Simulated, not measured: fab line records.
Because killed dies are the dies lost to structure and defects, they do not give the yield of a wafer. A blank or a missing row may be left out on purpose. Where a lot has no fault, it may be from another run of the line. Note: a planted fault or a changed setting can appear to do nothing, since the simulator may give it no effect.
Chamber matching :: flow n5-finfet :: N5_BEOL_M4_ETCH_70 on rie-diel-01 has 4 sister chambers
The step etches SOC in N2/H2, target depth 80 nm, overetch 24 nm, time 130 s. 4 wafers are shown with their chamber, then 9 later ones without.

## EACH WAFER AND ITS CHAMBER
wafer: L086.5
chamber: 1
drypump-motor-current-A (A): 4.9

wafer: L089.1
chamber: 0
drypump-motor-current-A (A): 5.4

wafer: L089.3
chamber: 2
drypump-motor-current-A (A): 5.5

wafer: L089.6
chamber: 3
drypump-motor-current-A (A): 5.8

## WAFERS WITH NO CHAMBER GIVEN
wafer: L093.1
drypump-motor-current-A (A): 5.4

wafer: L093.2
drypump-motor-current-A (A): 5.8

wafer: L093.4
drypump-motor-current-A (A): 4.9

wafer: L094.2
drypump-motor-current-A (A): 4.8

wafer: L094.4
drypump-motor-current-A (A): 5.5

wafer: L094.6
drypump-motor-current-A (A): 5.5

wafer: L096.2
drypump-motor-current-A (A): 5.8

wafer: L096.4
drypump-motor-current-A (A): 5.4

wafer: L096.6
drypump-motor-current-A (A): 5.5

## EACH ONE'S CHAMBER
wafer: L093.1
from the rows above: 0
in truth: 0

wafer: L093.2
from the rows above: 3
in truth: 3

wafer: L093.4
from the rows above: 1
in truth: 1

wafer: L094.2
from the rows above: 1
in truth: 1

wafer: L094.4
from the rows above: 2
in truth: 2

wafer: L094.6
from the rows above: 2
in truth: 2

wafer: L096.2
from the rows above: 3
in truth: 3

wafer: L096.4
from the rows above: 0
in truth: 0

wafer: L096.6
from the rows above: 2
in truth: 2
9 of 9 placed correctly. Left unplaced by these rows: 0. Placed wrongly: 0.
How it was worked out, from the rows above alone: a wafer's distance from a chamber is the root of the sum, over the readings, of the square of ((its reading less the chamber's mean) divided by the reading's scatter). The wafer belongs to the nearest chamber; if the next one is less than 2 further off, it can't be placed. The mean given for a chamber averages the wafers shown for that chamber. The scatter: with one shown wafer a chamber, the root of the mean of the squares of how far each hidden wafer lies from its nearest shown one.
